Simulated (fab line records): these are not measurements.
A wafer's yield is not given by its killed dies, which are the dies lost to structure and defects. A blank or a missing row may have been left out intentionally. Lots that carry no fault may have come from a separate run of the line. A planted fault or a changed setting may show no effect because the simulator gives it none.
Which tool was responsible? | flow n5 finfet | 27 wafers from 9 lots sampled at 6 of the route's 1938 steps

## WHAT EACH GAUGE READ, for each wafer
N5_MOL_CONTACT_COAG_CD_MEAS_99: target cd 17.2 nm. Usual: cd nm 17.1 nm, standard deviation 0.31.
lot  | measured     | on        | cd nm (nm)     | flag
L601 | day 4 21:00  | cd sem-01 | 17.2 17.1 16.8 |
L615 | day 8 05:06  | cd sem-01 | 16.9 17.2 17.4 |
L617 | day 8 18:03  | cd sem-01 | 17.6 17.5 17.3 |
L619 | day 9 07:04  | cd sem-02 | 16.5 17.0 16.9 |
L620 | day 9 14:02  | cd sem-02 | 17.0 16.9 17.4 |
L621 | day 9 15:28  | cd sem-02 | 17.3 17.0 17.0 |
L622 | day 9 22:06  | cd sem-01 | 16.4 17.2 17.3 |
L623 | day 10 07:08 | cd sem-02 | 17.2 16.7 17.5 |
L618 | day 10 12:50 | cd sem-02 | 16.9 16.7 17.0 |

N5_BEOL_M4_RC_MEAS_101. Usual: DIBL_N 36.1 mV/V, standard deviation 1.6; DIBL_P 35.8 mV/V, standard deviation 2.1; IOFF_N 0.16 nA/um, standard deviation 0.031; IOFF_P 0.21 nA/um, standard deviation 0.034; ION_N 673 uA/um, standard deviation 12; ION_P 461 uA/um, standard deviation 7.2; SS_N 71.4 mV/dec, standard deviation 0.59; SS_P 73.3 mV/dec, standard deviation 0.63; VT_N 250 mV, standard deviation 3.1; VT_P -250 mV, standard deviation 3.3.
lot  | measured     | on        | DIBL_N (mV/V)  | DIBL_P (mV/V)  | IOFF_N (nA/um) | IOFF_P (nA/um) | ION_N (uA/um) | ION_P (uA/um) | SS_N (mV/dec)  | SS_P (mV/dec)  | VT_N (mV)   | VT_P (mV)      | flag
L601 | day 8 07:15  | prober-02 | 36.1 36.0 36.9 | 36.1 35.6 36.0 | 0.17 0.16 0.17 | 0.21 0.21 0.21 | 676 670 689   | 463 457 465   | 71.7 71.8 71.4 | 73.4 73.3 74.3 | 248 249 247 | -253 -250 -252 |
L615 | day 11 13:50 | prober-02 | 37.1 35.9 36.5 | 36.5 36.2 36.0 | 0.18 0.16 0.17 | 0.21 0.21 0.21 | 686 676 678   | 469 464 460   | 72.0 71.6 71.8 | 73.1 73.7 73.5 | 246 247 248 | -251 -252 -252 |
L617 | day 12 10:47 | prober-01 | 39.4 37.6 39.6 | 40.5 38.6 40.6 | 0.22 0.17 0.23 | 0.24 0.22 0.25 | 695 674 690   | 470 462 462   | 71.8 71.2 71.9 | 73.8 73.7 74.8 | 246 247 245 | -250 -251 -252 |
L619 | day 12 17:00 | prober-01 | 36.2 35.7 38.9 | 36.4 36.7 39.9 | 0.15 0.14 0.20 | 0.20 0.20 0.25 | 669 673 676   | 461 465 463   | 70.9 71.5 72.4 | 73.8 73.3 74.3 | 250 251 246 | -251 -250 -247 |
L620 | day 12 20:27 | prober-01 | 34.9 34.4 35.2 | 34.4 33.1 34.6 | 0.14 0.12 0.13 | 0.20 0.17 0.20 | 658 654 660   | 457 450 454   | 71.2 70.5 71.1 | 72.8 72.2 73.1 | 252 254 251 | -249 -253 -250 |
L621 | day 13 07:11 | prober-02 | 35.3 37.0 37.0 | 34.9 37.4 35.8 | 0.15 0.18 0.18 | 0.23 0.26 0.23 | 667 670 675   | 470 470 465   | 71.1 71.5 71.3 | 73.2 73.6 73.6 | 253 247 249 | -247 -247 -247 |
L622 | day 13 12:44 | prober-01 | 36.8 38.2 37.3 | 35.8 38.7 36.1 | 0.18 0.21 0.17 | 0.22 0.29 0.23 | 676 685 675   | 465 469 462   | 71.4 72.2 71.9 | 73.6 74.5 73.7 | 247 244 249 | -247 -246 -249 |
L623 | day 13 13:10 | prober-02 | 33.8 39.8 37.5 | 31.7 39.0 36.7 | 0.11 0.26 0.18 | 0.18 0.31 0.27 | 650 699 690   | 464 474 471   | 70.8 71.7 71.7 | 71.4 73.9 73.3 | 253 241 244 | -249 -241 -244 |
L618 | day 14 08:28 | prober-01 | 36.0 35.1 37.1 | 35.9 33.0 36.0 | 0.17 0.16 0.18 | 0.24 0.19 0.23 | 672 687 669   | 463 470 461   | 71.7 71.0 71.3 | 73.3 72.7 73.4 | 250 248 246 | -246 -250 -248 |

## WHAT TOOL EACH LOT RAN ON (gives the tool, then ch and the chambers of the sampled wafers, and finally the start)
lot  | N5_MOL_CONTACT_COAG_DESCUM_13      | N5_MOL_CONTACT_COAG_PRE_CLEAN_142 | N5_MOL_CONTACT_COAG_SPUTTER_130 | N5_MOL_CONTACT_COAG_CMP_23
L601 | rie diel-02 ch 1,2,3, day 4 20:37  | pvd sputter-02, day 5 01:35       | pvd sputter-02, day 5 01:39     | cmp-01 ch 1,2,3, day 5 01:52
L615 | rie diel-01 ch 0,2, day 8 04:42    | pvd sputter-03, day 8 10:33       | pvd sputter-03, day 8 10:37     | cmp-04 ch 0,3, day 8 10:47
L617 | rie diel-04 ch 0,1,2, day 8 17:39  | pvd sputter-02, day 9 02:37       | pvd sputter-02, day 9 02:40     | cmp-03 ch 2,3, day 9 02:51
L619 | rie diel-02 ch 2,3, day 9 06:40    | pvd sputter-03, day 9 13:06       | pvd sputter-03, day 9 13:10     | cmp-03 ch 0,1,2, day 9 13:23
L620 | rie diel-02 ch 1,2,3, day 9 13:38  | pvd sputter-03, day 9 18:48       | pvd sputter-03, day 9 18:52     | cmp-01 ch 1,2,3, day 9 19:11
L621 | rie diel-04 ch 1,2, day 9 15:04    | pvd sputter-03, day 9 22:19       | pvd sputter-03, day 9 22:22     | cmp-04 ch 0,3, day 9 22:35
L622 | rie diel-04 ch 0,1,3, day 9 21:43  | pvd sputter-03, day 10 02:09      | pvd sputter-03, day 10 02:13    | cmp-03 ch 0,2,3, day 10 02:31
L623 | rie diel-04 ch 0,1,2, day 10 06:44 | pvd sputter-02, day 10 12:49      | pvd sputter-02, day 10 12:52    | cmp-03 ch 0,1,3, day 10 13:03
L618 | rie diel-02 ch 0,1, day 10 12:26   | pvd sputter-02, day 10 16:46      | pvd sputter-02, day 10 16:50    | cmp-01 ch 0,2,3, day 10 17:03
- N5_MOL_CONTACT_COAG_DESCUM_13: chemistry O2, time 7 s.
- N5_MOL_CONTACT_COAG_PRE_CLEAN_142: time 60 s.
- N5_MOL_CONTACT_COAG_SPUTTER_130: material Co, target thk 47.5 nm.
- N5_MOL_CONTACT_COAG_CMP_23: polishes, stops on SiO2, t overpolish 1.5 s, target thk 0 nm.

## WHAT THE TOOLS THEMSELVES READ (means of the sampled wafers that have a number; where no wafer has one, the mark that the record gives instead)
N5_MOL_CONTACT_COAG_DESCUM_13. Usual: drypump motor current A 5.9 A, standard deviation 0.45; oes product au 0.78 a.u., standard deviation 0.077; rf vpp V 243.5 V, standard deviation 1.1; showerhead plenum p Torr 2.11 Torr, standard deviation 0.054; throttle valve pct 20.48 %, standard deviation 0.24.
lot  | tool        | drypump motor current A (A) | oes product au (a.u.) | rf vpp V (V) | showerhead plenum p Torr (Torr) | throttle valve pct (%) | flag
L601 | rie diel-02 | 5.9                         | 0.77                  | 244.1        | 2.13                            | 20.54                  |
L615 | rie diel-01 | 5.8                         | 0.76                  | 241.8        | 2.00                            | 20.31                  |
L617 | rie diel-04 | 5.6                         | 0.76                  | 244.1        | 2.09                            | 20.32                  |
L619 | rie diel-02 | 6.2                         | 0.73                  | 244.5        | 2.15                            | 20.68                  |
L620 | rie diel-02 | 5.9                         | 0.74                  | 243.6        | 2.12                            | 20.60                  |
L621 | rie diel-04 | 5.7                         | 0.80                  | 243.4        | 2.10                            | 20.38                  |
L622 | rie diel-04 | 5.5                         | 0.83                  | 243.6        | 2.10                            | 20.50                  |
L623 | rie diel-04 | 5.6                         | 0.76                  | 243.2        | 2.08                            | 20.34                  |
L618 | rie diel-02 | 6.1                         | 0.84                  | 243.0        | 2.12                            | 20.45                  |

N5_MOL_CONTACT_COAG_PRE_CLEAN_142. Usual: heater power w 446 W, standard deviation 46.
lot  | tool           | heater power w (W) | flag
L601 | pvd sputter-02 | 481                |
L615 | pvd sputter-03 | 415                |
L617 | pvd sputter-02 | 486                |
L619 | pvd sputter-03 | 450                |
L620 | pvd sputter-03 | 455                |
L621 | pvd sputter-03 | 417                |
L622 | pvd sputter-03 | 422                |
L623 | pvd sputter-02 | 475                |
L618 | pvd sputter-02 | 484                |

N5_MOL_CONTACT_COAG_SPUTTER_130. Usual: cathode dc power W 3000.0 W, standard deviation 0.49; chamber pressure pa 0.5000 Pa, standard deviation 0.001; throttle valve pct 29.9 %, standard deviation 0.96.
lot  | tool           | cathode dc power W (W) | chamber pressure pa (Pa) | throttle valve pct (%) | flag
L601 | pvd sputter-02 | 3000.1                 | 0.5002                   | 29.6                   |
L615 | pvd sputter-03 | 3000.0                 | 0.4998                   | 30.1                   |
L617 | pvd sputter-02 | -                      | -                        | -                      | OFF
L619 | pvd sputter-03 | -                      | -                        | -                      | OFF
L620 | pvd sputter-03 | -                      | -                        | -                      | OFF
L621 | pvd sputter-03 | 2999.9                 | 0.4991                   | 30.0                   |
L622 | pvd sputter-03 | 3000.2                 | 0.4993                   | 29.5                   |
L623 | pvd sputter-02 | 3000.0                 | 0.5002                   | 29.3                   |
L618 | pvd sputter-02 | 2999.7                 | 0.5006                   | 29.7                   |

N5_MOL_CONTACT_COAG_CMP_23. Usual: head pressure psi 2.000 psi, standard deviation 0.0042; motor current A 8.1 A, standard deviation 0.9; time to endpoint s 8.9 s, standard deviation 2.1.
lot  | tool   | head pressure psi (psi) | motor current A (A) | time to endpoint s (s) | flag
L601 | cmp-01 | 1.996                   | 7.9                 | 11.5                   |
L615 | cmp-04 | 2.001                   | 7.8                 | 9.8                    |
L617 | cmp-03 | 2.002                   | 7.7                 | 3.1                    |
L619 | cmp-03 | 2.005                   | 8.2                 | 3.8                    |
L620 | cmp-01 | 2.002                   | 8.2                 | 2.6                    |
L621 | cmp-04 | 1.998                   | 7.9                 | 7.2                    |
L622 | cmp-03 | 2.002                   | 7.7                 | 10.7                   |
L623 | cmp-03 | 2.002                   | 8.0                 | 9.9                    |
L618 | cmp-01 | 1.999                   | 8.7                 | 6.3                    |

## THE ANSWER, worked out from the rows above alone
Rule: a lot is off if the mean of its wafers that have a number lies more than 3 standard deviations from the usual mean. A lot without any number at a reading at which 4 lots or more have one is off too. The other lots that the step has rows for count as sound. After the gauges, taken in route order, come the tools' own readings; for these a lot's mean is taken, as printed above. The first step at which some lot is off is used, and at that step the reading that is off furthest; a lot without a number counts as furthest.
Off: L617, L619, L620, at N5_MOL_CONTACT_COAG_SPUTTER_130 (cathode dc power W). Without a number there: L617, L619, L620.
If a tool, at that step or one of the process steps before it, ran each lot that is off and ran no sound lot following the first of them, it fits. Of those tried, none fits.

## WHAT THE SIMULATOR HAD INSERTED
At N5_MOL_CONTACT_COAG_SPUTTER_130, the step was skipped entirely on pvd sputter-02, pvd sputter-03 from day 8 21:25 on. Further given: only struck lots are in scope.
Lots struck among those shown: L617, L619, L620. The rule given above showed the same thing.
